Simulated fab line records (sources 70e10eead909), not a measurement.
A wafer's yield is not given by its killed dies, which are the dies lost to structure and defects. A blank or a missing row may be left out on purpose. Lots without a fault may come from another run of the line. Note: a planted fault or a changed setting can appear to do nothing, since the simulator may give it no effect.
Struck lot and sound lot, side by side    flow nand_harc    18 steps out of a route of 1302
Sound: these wafers, L493.2, L493.4, L493.5. The struck wafers were L500.1, L500.3, L500.6. At the end, the cause is stated.
Each step with rows lists, per side, the tool, then ch with its chambers, then its first start. Under that, the readings that differ: sound wafers    struck wafers    difference of the means    sigmas: that difference in standard deviations of wafers without a fault.
alike: a reading whose means differ by less than 2 such deviations, as well as words and numbers matching on both sides. not compared: withheld readings; readings where some wafer has no value; bounds like >300 that might hide an equal value; numbers whose values overlap and for which the record gives no deviation.
A row with sigmas, a row that says differs or no value, or rows on one side alone: a step with any of these is where the two part. Non-overlapping numbers with no deviation appear without sigmas and do not part them. A reading that every wafer of one side lacks parts them only if that side has two wafers or more.

first, 6 steps without rows for these wafers: NHARC_THIN_TSV_COAT_27; NHARC_THIN_TSV_SOFTBAKE_28 (time 95 s); NHARC_THIN_TSV_EBR_29; NHARC_THIN_TSV_EXPOSE_30 (exposes mask PAD); NHARC_THIN_TSV_PEB_31 (peb time 85 s); NHARC_THIN_TSV_DEVELOP_32 (time 70 s).
NHARC_THIN_TSV_CD_MEAS_33 targets a cd of 5000 nm.
  sound on cd_sem-01 ch 0, day 29 20:02; struck on cd_sem-01 ch 0, day 32 21:27
  alike: cd_nm
then, 1 step without rows for these wafers: NHARC_THIN_TSV_HARDBAKE_34 (time 80 s).
NHARC_THIN_TSV_DESCUM_35: chemistry O2, time 3 s.
  sound on rie_diel-10 ch 0,1, day 29 20:12; struck on rie_diel-07 ch 0,1, day 32 21:37
  alike: drypump_motor_current_A, oes_product_au, rf_vpp_V, showerhead_plenum_p_Torr, throttle_valve_pct
  not compared: rf_hours_counter_h
NHARC_THIN_TSV_ETCH_59: etches the open film in Cl2/BCl3, target depth 880 nm, time 138.1 s.
  sound on rie_metal-02 ch 0,1, day 29 20:19; struck on rie_metal-01 ch 0,1, day 32 21:44
reading                      sound        struck       difference  sigmas
drypump_motor_current_A (A)  5.2 5.3 5.1  6.7 6.2 6.7  +1.3        +2
  alike: oes_product_au, rf_fwd_power_W, throttle_valve_pct
  not compared: rf_hours_counter_h
NHARC_THIN_TSV_ETCH_36: etches the open film in Cl2/BCl3, target depth 65 nm, time 18.571 s.
  sound on rie_metal-02 ch 0,1, day 29 20:35; struck on rie_metal-01 ch 0,1, day 32 22:00
reading                      sound        struck       difference  sigmas
drypump_motor_current_A (A)  5.3 5.3 5.2  6.6 6.6 6.2  +1.2        +2
  alike: oes_product_au
  not compared: rf_hours_counter_h
NHARC_THIN_TSV_STRIP_56: strips in O2.
  sound on plasma_asher-02 ch 0,1, day 29 20:44; struck on plasma_asher-01 ch 0,1, day 32 22:08
  alike: drypump_motor_current_A, heater_power_w
  not compared: rf_hours_counter_h
NHARC_THIN_TSV_STRIP_57: strips in post etch residue remover, time 1200 s.
  sound on wet_bench-08 ch 0,5,6, day 29 21:02; struck on wet_bench-10 ch 3,4,6, day 32 22:28
  alike: bath_guard_temp_C
NHARC_THIN_TSV_CD_MEAS_37:
  sound on cd_sem-01, day 29 21:29; struck on cd_sem-01, day 32 22:53
  alike: cd_nm
then, 1 step without rows for these wafers: NHARC_THIN_TSV_ANNEAL_58 (time 1800 s).
NHARC_THIN_TSV_INSPECT_40:
  sound on defect_inspect-02, day 30 02:02; struck on defect_inspect-01, day 33 02:07
reading           sound        struck         difference  sigmas
raw_defect_count  552 490 475  994 1043 1009  +510        +5
NHARC_END_WLT_00:
  sound on prober-02, day 30 02:35; struck on prober-01, day 33 02:10
reading                sound              struck             difference  sigmas
VT_DECK1_BOTTOM        0.877 0.877 0.874  0.862 0.863 0.860  -0.014      -2
VT_DECK1_MIDDLE        0.897 0.890 0.896  0.877 0.889 0.876  -0.014      -2
VT_DECK2_MIDDLE        0.890 0.878 0.885  0.866 0.869 0.873  -0.015      -2
VT_DECK2_MIDDLE_INNER  0.883 0.882 0.885  0.873 0.871 0.862  -0.015      -2
  alike: VT_DECK1_BOTTOM_INNER, VT_DECK1_MEDIAN_NEAR_BOTTOM, VT_DECK1_MEDIAN_NEAR_BOTTOM_INNER, VT_DECK1_MIDDLE_INNER, VT_DECK1_TOP, VT_DECK1_TOP_INNER, VT_DECK2_BOTTOM, VT_DECK2_BOTTOM_INNER, VT_DECK2_MEDIAN_NEAR_BOTTOM, VT_DECK2_MEDIAN_NEAR_BOTTOM_INNER, VT_DECK2_TOP, VT_DECK2_TOP_INNER
NHARC_END_SORT_01:
  at this point the record logs the struck wafers (prober-01 ch 0, day 33 05:13) and has no rows for the sound ones

## WHERE THEY PART
Earliest at NHARC_THIN_TSV_ETCH_59; latest, in this record, at NHARC_END_SORT_01.

WHY: what had been put in by the simulator
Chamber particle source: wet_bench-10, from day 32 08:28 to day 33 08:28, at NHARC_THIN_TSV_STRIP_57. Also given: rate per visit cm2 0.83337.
